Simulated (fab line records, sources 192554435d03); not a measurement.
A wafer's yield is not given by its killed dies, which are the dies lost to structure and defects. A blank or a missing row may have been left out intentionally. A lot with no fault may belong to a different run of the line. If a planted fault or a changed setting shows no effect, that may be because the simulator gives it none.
Matching of chambers + flow n5_finfet + N5_BEOL_M8_ETCH_72 on rie_diel-04 has 4 sister chambers
The step etches underlayer in N2/H2, target depth 6.5 nm, time 5.2 s. 4 wafers are shown with their chamber, then 8 later ones without.

WAFERS, EACH WITH ITS CHAMBER
| wafer  | chamber | drypump_motor_current_A (A) |
|--------|---------|-----------------------------|
| L086.3 | 1       | 6.3                         |
| L084.2 | 2       | 4.9                         |
| L088.5 | 0       | 5.7                         |
| L089.2 | 3       | 6.6                         |

WAFERS WITH NO CHAMBER GIVEN
| wafer  | drypump_motor_current_A (A) |
|--------|-----------------------------|
| L089.4 | 5.8                         |
| L089.6 | 5.7                         |
| L094.2 | 6.4                         |
| L094.3 | 6.5                         |
| L094.4 | 5.7                         |
| L092.1 | 6.5                         |
| L092.4 | 4.9                         |
| L092.6 | 6.6                         |

WHICH CHAMBER EACH ONE RAN IN
| wafer  | from the rows above     | in truth |
|--------|-------------------------|----------|
| L089.4 | 0                       | 0        |
| L089.6 | 0                       | 0        |
| L094.2 | can't be placed: 1 or 3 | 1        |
| L094.3 | can't be placed: 3 or 1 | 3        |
| L094.4 | 0                       | 0        |
| L092.1 | can't be placed: 3 or 1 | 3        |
| L092.4 | 2                       | 2        |
| L092.6 | 3                       | 3        |
Correctly placed: 5 of 8. Cannot be placed on the basis of these rows: 3; the candidates contain the true chamber in 3. 0 placed wrongly.
How it was worked out, from the rows above alone: a wafer's distance from a chamber is the root of the sum, over the readings, of the square of ((its reading less the chamber's mean) divided by the reading's scatter). The wafer belongs to the nearest chamber; if the next one is less than 2 further off, it can't be placed. Each chamber's mean is taken over the wafers shown for it. The scatter (one wafer shown for each chamber): square how far every hidden wafer sits from the nearest shown wafer, average those squares and take the square root.
